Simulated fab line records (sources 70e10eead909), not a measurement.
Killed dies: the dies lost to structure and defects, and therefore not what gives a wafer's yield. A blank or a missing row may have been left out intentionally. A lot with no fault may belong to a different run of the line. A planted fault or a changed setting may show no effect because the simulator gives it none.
fab line records    flow nand-harc    part 2 of 2: steps 5 to 6 of 6
record lots=24  wafers=72  last-day=33
route steps=1302 shown A_STAIRCASE@738
lots untouched by any fault: they come from a run of this same line in which no faults occurred
start-h: start of the lot's first displayed wafer, in hours after the record's first day    wait-h: hours from the lot's prior step to this one    " same as the row above    L1.1+2: a single row standing in for several wafers    - value missing, or start not given    * or withheld: withheld    < > ~ a bound
route shown NAME@n: a module of which the file shows steps, and the number in the route of the first    usual: mean/standard deviation of fault-free wafers    same: alike in all rows    chamber/n: place in a boat    sites: each site's reading    _std_site: the values' standard deviation    _edge_site: mean of outer sites minus mean of inner sites    radius-mm: how far each site lies from the wafer's centre    mask NAME#n: copy n    behind: the most recent tool/chamber to have shaped the wafer    hold: what put the lot on hold/how long, in hours/how the hold closed    device: the n, p or np transistor that did not switch    end of line: tests of these same wafers at the route's end    for a step that has no rows: nothing shown but its recipe    killed: dies that structure and defects cost at the first sort, which is not the same as the wafer's yield    map: shows each die of a wafer: x if killed, . if not, _ if none is there
set.NAME: the setting that was run; set.NAME@STEP: the one run at that earlier step    model.NAME: the simulator's own value behind a step, which no gauge read
the route's steps for a sample of lots (tables are steps, rows are wafers)
services: a tool's chamber out of use, with start hour (start-h, from the record's first day; less than 0 if before it), hours out, and reason
## steps
# step NHARC_A_STAIRCASE_ETCHBACK_416
# recipe target-depth-a=360  time-s=7.2  c4f8-flow-sccm=withheld  o2-flow-sccm=8  ar-flow-sccm=withheld  rf-w=600  bias-w=800  chemistry=C4F8/O2/Ar
# usual oes-product-au=0.933/0.023  rf-vpp-V=724/4.8
lot.wafer  tool         chamber  start-h  wait-h  oes-product-au  rf-hours-counter-h  rf-vpp-V
L074.4     rie-diel-08  0        -        -       0.936           1                   725
L074.6     "            2        "        "       0.940           -                   724
L074.5     "            3        "        "       0.938           -                   718
L075.2     rie-diel-04  1        -        -       0.990           10                  728
L075.1     "            2        "        "       0.935           9                   730
L075.6     "            2        "        "       0.939           -                   731
L076.2     rie-diel-08  0        -        -       0.924           9                   724
L076.4     "            3        "        "       0.929           11                  720
L076.6     "            1        "        "       0.928           -                   722
L077.1     rie-diel-08  2        -        -       0.936           11                  722
L077.4     "            1        "        "       0.939           9                   722
L077.6     "            3        "        "       0.920           -                   719
L078.2     rie-diel-13  3        -        -       0.933           25                  717
L078.3     "            0        "        "       0.932           26                  719
L078.4     "            2        "        "       0.939           25                  724
L079.4     rie-diel-04  2        -        -       0.930           14                  732
L079.2     "            0        "        "       0.910           18                  725
L079.6     "            2        "        "       0.931           -                   731
L080.2     rie-diel-13  0        -        -       0.917           36                  720
L080.6     "            3        "        "       0.929           -                   715
L080.5     "            0        "        "       0.910           -                   718
L081.1     rie-diel-04  2        462.90   3.2     0.942           23                  730
L081.5     "            1        "        "       0.927           -                   727
L081.6     "            2        "        "       0.945           -                   730
L082.4     rie-diel-13  2        -        -       0.931           37                  722
L082.1     "            3        "        "       0.922           42                  716
L082.6     "            2        "        "       0.936           -                   722
L083.3     rie-diel-13  1        -        -       0.925           48                  730
L083.2     "            3        "        "       0.929           51                  717
L083.4     "            0        "        "       0.922           50                  718
L086.1     rie-diel-04  0        -        -       0.916           44                  726
L086.5     "            0        "        "       0.912           -                   727
L086.6     "            1        "        "       0.923           -                   729
L084.3     rie-diel-08  1        -        -       0.937           40                  721
L084.1     "            3        "        "       0.932           45                  718
L084.5     "            0        "        "       0.941           -                   723
L085.4     rie-diel-13  2        -        -       0.932           51                  723
L085.2     "            0        "        "       0.911           54                  718
L085.5     "            2        "        "       0.939           -                   724
L087.3     rie-diel-08  1        -        -       0.924           46                  720
L087.1     "            2        "        "       0.921           41                  722
L087.5     "            3        "        "       0.926           -                   718
L088.4     rie-diel-08  2        -        -       0.933           41                  723
L088.2     "            3        "        "       0.936           51                  720
L088.6     "            0        "        "       0.932           -                   724
L089.2     rie-diel-13  3        -        -       0.922           6                   717
L089.3     "            0        "        "       0.926           5                   719
L089.6     "            2        "        "       0.933           -                   723
L091.4     rie-diel-04  3        -        -       0.998           6                   720
L091.3     "            0        "        "       0.973           6                   725
L091.2     "            2        "        "       1.016           6                   732
L090.1     rie-diel-04  2        -        -       1.016           6                   730
L090.4     "            3        "        "       1.000           6                   719
L090.5     "            3        "        "       0.996           -                   719
L092.4     rie-diel-04  0        -        -       0.914           15                  726
L092.6     "            2        "        "       0.942           -                   731
L092.5     "            3        "        "       0.928           -                   719
L093.3     rie-diel-04  1        -        -       0.920           15                  727
L093.2     "            0        "        "       0.918           16                  725
L093.6     "            1        "        "       0.921           -                   728
L094.1     rie-diel-13  2        -        -       0.938           24                  722
L094.4     "            3        "        "       0.916           23                  715
L094.5     "            3        "        "       0.921           -                   715
L095.3     rie-diel-04  3        -        -       0.928           23                  719
L095.4     "            1        "        "       0.917           19                  727
L095.1     "            2        "        "       0.940           23                  730
L096.3     rie-diel-13  2        -        -       0.937           31                  722
L096.1     "            3        "        "       0.921           29                  716
L096.6     "            3        "        "       0.912           -                   716
L097.4     rie-diel-13  3        -        -       0.916           33                  715
L097.2     "            0        "        "       0.923           25                  718
L097.5     "            3        "        "       0.912           -                   715
# step NHARC_A_STAIRCASE_ETCHBACK_422
# recipe target-depth-a=400  over-etch-frac=0.3  time-s=74.286  ion-energy-ev=120  ch3f-flow-sccm=50  o2-flow-sccm=30  ar-flow-sccm=200  rf-w=500  bias-w=100  chemistry=CH3F/O2
# usual drypump-motor-current-A=5.8/0.43  oes-product-au=0.96/0.037  rf-vpp-V=244.3/1.6  showerhead-plenum-p-Torr=2.45/0.1  throttle-valve-pct=20.663/0.0092
# same over-etch-frac=0.3
lot.wafer  tool         chamber  start-h  wait-h  drypump-motor-current-A  oes-product-au  rf-hours-counter-h  rf-vpp-V  showerhead-plenum-p-Torr  throttle-valve-pct
L074.4     rie-diel-08  0        435.19   0.2     5.5                      0.91            13                  245.4     2.48                      20.655
L074.6     "            2        "        "       5.4                      0.92            -                   244.1     2.46                      20.663
L074.5     "            3        "        "       5.5                      0.91            -                   242.4     2.36                      20.666
L075.2     rie-diel-13  3        454.84   0.1     6.6                      0.93            37                  241.0     2.30                      20.651
L075.1     "            1        "        "       5.5                      0.91            37                  246.3     2.65                      20.651
L075.6     "            0        "        "       5.9                      0.92            -                   243.1     2.37                      20.666
L076.4     rie-diel-08  2        455.30   0.1     5.4                      0.93            24                  245.5     2.45                      20.659
L076.2     "            0        "        "       5.5                      0.93            19                  243.8     2.48                      20.663
L076.6     "            2        "        "       5.5                      0.94            -                   245.4     2.45                      20.668
L077.1     rie-diel-08  1        466.15   0.1     5.9                      0.93            23                  244.0     2.43                      20.668
L077.4     "            1        "        "       5.9                      0.94            -                   245.2     2.43                      20.666
L077.6     "            3        "        "       5.5                      0.92            -                   242.7     2.35                      20.681
L078.3     rie-diel-08  0        466.35   0.2     5.5                      1.00            21                  243.3     2.48                      20.666
L078.2     "            1        "        "       5.9                      1.00            23                  245.0     2.43                      20.667
L078.4     "            1        "        "       5.9                      1.00            -                   243.5     2.43                      20.668
L079.2     rie-diel-04  1        477.55   0.2     4.8                      0.92            29                  244.3     2.58                      20.663
L079.4     "            2        "        "       6.0                      0.93            27                  247.5     2.65                      20.668
L079.6     "            0        "        "       6.1                      0.91            -                   243.8     2.53                      20.654
L080.2     rie-diel-13  3        495.16   0.1     6.6                      0.93            50                  243.2     2.30                      20.650
L080.6     "            3        "        "       6.6                      0.93            -                   244.0     2.30                      20.672
L080.5     "            0        "        "       5.9                      0.91            -                   243.3     2.37                      20.664
L081.1     rie-diel-04  0        505.08   0.2     6.1                      0.91            43                  244.9     2.53                      20.674
L081.5     "            1        "        "       4.8                      0.92            -                   246.1     2.57                      20.668
L081.6     "            2        "        "       6.0                      0.93            -                   246.2     2.65                      20.655
L082.4     rie-diel-04  1        505.94   0.2     4.8                      0.92            39                  245.2     2.57                      20.666
L082.1     "            3        "        "       6.4                      0.92            36                  242.2     2.38                      20.650
L082.6     "            0        "        "       6.1                      0.91            -                   246.7     2.53                      20.673
L083.2     rie-diel-08  0        543.61   0.1     5.5                      0.99            50                  244.7     2.47                      20.652
L083.4     "            1        "        "       5.9                      1.00            51                  244.7     2.41                      20.653
L083.3     "            2        "        "       5.4                      0.99            45                  244.2     2.44                      20.652
L086.1     rie-diel-13  1        550.62   0.2     5.5                      1.00            7                   246.2     2.64                      20.648
L086.6     "            2        "        "       5.9                      1.02            -                   243.7     2.45                      20.675
L086.5     "            3        "        "       6.6                      1.00            -                   242.3     2.29                      20.655
L085.4     rie-diel-13  0        550.74   0.2     5.9                      1.00            8                   242.1     2.36                      20.669
L085.2     "            1        "        "       5.5                      1.00            7                   248.1     2.64                      20.658
L085.5     "            2        "        "       5.9                      1.01            -                   243.7     2.45                      20.650
L084.3     rie-diel-13  3        553.52   0.1     6.6                      0.97            13                  242.4     2.29                      20.667
L084.1     "            2        "        "       5.9                      0.98            12                  246.0     2.45                      20.647
L084.5     "            3        "        "       6.6                      0.98            -                   241.2     2.29                      20.662
L087.3     rie-diel-04  0        577.69   0.2     6.0                      0.99            13                  245.4     2.52                      20.663
L087.1     "            1        "        "       4.8                      0.99            12                  246.2     2.57                      20.678
L087.5     "            3        "        "       6.4                      1.01            -                   242.8     2.37                      20.666
L088.4     rie-diel-04  1        577.78   0.1     4.8                      0.99            12                  246.9     2.57                      20.686
L088.2     "            3        "        "       6.3                      1.00            15                  244.5     2.37                      20.670
L088.6     "            2        "        "       6.0                      1.00            -                   246.5     2.64                      20.670
L089.2     rie-diel-04  3        587.47   0.1     6.4                      1.00            18                  245.3     2.37                      20.673
L089.3     "            1        "        "       4.8                      1.00            15                  247.3     2.56                      20.667
L089.6     "            2        "        "       6.0                      1.02            -                   245.1     2.64                      20.677
L091.2     rie-diel-13  2        594.01   0.2     5.9                      0.95            27                  245.4     2.44                      20.667
L091.4     "            1        "        "       5.6                      0.92            -                   245.8     2.63                      20.656
L091.3     "            2        "        "       5.9                      0.95            -                   243.0     2.44                      20.646
L090.1     rie-diel-04  0        594.11   0.1     6.1                      0.91            18                  245.1     2.52                      20.673
L090.4     "            2        "        "       6.0                      0.94            22                  247.6     2.63                      20.657
L090.5     "            1        "        "       4.8                      0.93            -                   245.5     2.56                      20.671
L094.1     rie-diel-08  0        630.00   0.1     5.6                      0.94            26                  245.7     2.46                      20.672
L094.4     "            3        "        "       5.5                      0.94            23                  242.1     2.33                      20.667
L094.5     "            0        "        "       5.5                      0.94            -                   243.4     2.46                      20.647
L093.2     rie-diel-08  2        630.13   0.1     5.4                      0.93            27                  242.6     2.43                      20.651
L093.3     "            3        "        "       5.5                      0.94            23                  243.4     2.33                      20.678
L093.6     "            1        "        "       5.9                      0.91            -                   243.9     2.40                      20.673
L092.4     rie-diel-13  1        630.47   0.2     5.5                      0.92            36                  247.7     2.62                      20.659
L092.5     "            2        "        "       5.9                      0.94            -                   243.9     2.44                      20.667
L092.6     "            3        "        "       6.6                      0.92            -                   241.1     2.28                      20.654
L095.3     rie-diel-08  2        641.77   0.1     5.5                      1.01            32                  242.5     2.43                      20.665
L095.1     "            3        "        "       5.5                      1.01            28                  241.1     2.33                      20.663
L095.4     "            0        "        "       5.5                      1.01            29                  244.3     2.45                      20.657
L096.1     rie-diel-08  1        649.23   0.1     5.9                      0.98            31                  242.9     2.40                      20.662
L096.3     "            0        "        "       5.6                      0.98            31                  244.2     2.45                      20.648
L096.6     "            1        "        "       5.9                      0.98            -                   244.0     2.40                      20.663
L097.2     rie-diel-08  0        664.52   0.1     5.5                      0.93            35                  244.0     2.45                      20.655
L097.4     "            3        "        "       5.5                      0.93            36                  243.2     2.33                      20.658
L097.5     "            0        "        "       5.5                      0.93            -                   243.9     2.45                      20.659
## services
tool             chamber  start-h  hours  kind
rie-diel-13      -        342.06   9.0    pm
rie-diel-08      0        346.99   -      clean
rie-diel-08      1        346.99   -      clean
plasma-asher-01  -        352.45   0.5    repair
rie-diel-04      -        356.45   9.0    pm
rie-diel-04      3        366.72   9.6    repair
rie-diel-08      -        368.13   9.0    pm
rie-diel-04      3        380.24   6.1    repair
plasma-asher-02  -        385.45   1.6    repair
plasma-asher-02  -        389.15   0.8    repair
rie-diel-04      1        398.20   6.0    repair
plasma-asher-02  -        426.12   9.0    pm
rie-diel-08      2        464.98   26.5   repair
rie-diel-13      1        502.11   6.3    repair
rie-diel-13      3        503.17   2.0    repair
rie-diel-13      -        519.06   9.0    pm
plasma-asher-01  -        519.83   9.0    pm
plasma-asher-02  -        525.44   23.7   repair
rie-diel-04      -        533.45   9.0    pm
rie-diel-13      0        590.19   16.5   repair
rie-diel-13      3        593.53   2.5    repair
plasma-asher-02  -        603.12   9.0    pm
rie-diel-08      3        610.14   12.8   repair
rie-diel-13      1        641.50   27.9   repair
